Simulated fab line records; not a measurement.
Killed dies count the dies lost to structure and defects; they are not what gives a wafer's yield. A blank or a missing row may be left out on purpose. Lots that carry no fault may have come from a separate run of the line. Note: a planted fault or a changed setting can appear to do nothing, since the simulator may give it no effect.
The tool behind it: which one? :: flow n5 finfet :: at 1 step of a route of 1938, 10 lots with 28 wafers sampled

== WHAT THE GAUGES SHOWED, per wafer ==
N5_MOL_CONTACT_COAG_INSPECT_97: inspects for defects (darkfield).
lot: L173
measured: day 6 07:49
on: defect inspect-02
raw defect count: 56 57 36

lot: L174
measured: day 6 10:49
on: defect inspect-02
raw defect count: 31 23 39

lot: L175
measured: day 6 15:47
on: defect inspect-01
raw defect count: 43 25 34

lot: L177
measured: day 7 05:21
on: defect inspect-02
raw defect count: 76 49 50

lot: L186
measured: day 9 10:08
on: defect inspect-02
raw defect count: 26 50

lot: L187
measured: day 9 18:44
on: defect inspect-02
raw defect count: 16 34

lot: L188
measured: day 10 03:38
on: defect inspect-02
raw defect count: 45 44 46

lot: L189
measured: day 10 06:38
on: defect inspect-02
raw defect count: 41 48 61

lot: L191
measured: day 10 14:44
on: defect inspect-02
raw defect count: 52 24 28

lot: L192
measured: day 10 20:46
on: defect inspect-01
raw defect count: 49 50 52

== TOOL THAT RAN EACH LOT (tool first, then ch and the chambers of the sampled wafers, then the start) ==
The record shows no process step preceding these readings.

== THE ANSWER, worked out from the rows above alone ==
Rule: the lots themselves supply what counts as usual. The widest of any qualifying gaps counts: lots, ordered by their means at a reading, are off when they make up no more than a third of the lots, leave a main group of 4 or more, and stand apart from it by 3 or more times the standard deviation of that group's means. Not used: any main group whose means are identical at the precision the tables above print for the reading. Also off: a lot with no number at a reading for which 4 or more lots have one. All remaining lots with rows at the step are treated as sound.
No lot is off on any of the readings shown, so nothing can be concluded from this.

== WHAT THE SIMULATOR PUT IN ==
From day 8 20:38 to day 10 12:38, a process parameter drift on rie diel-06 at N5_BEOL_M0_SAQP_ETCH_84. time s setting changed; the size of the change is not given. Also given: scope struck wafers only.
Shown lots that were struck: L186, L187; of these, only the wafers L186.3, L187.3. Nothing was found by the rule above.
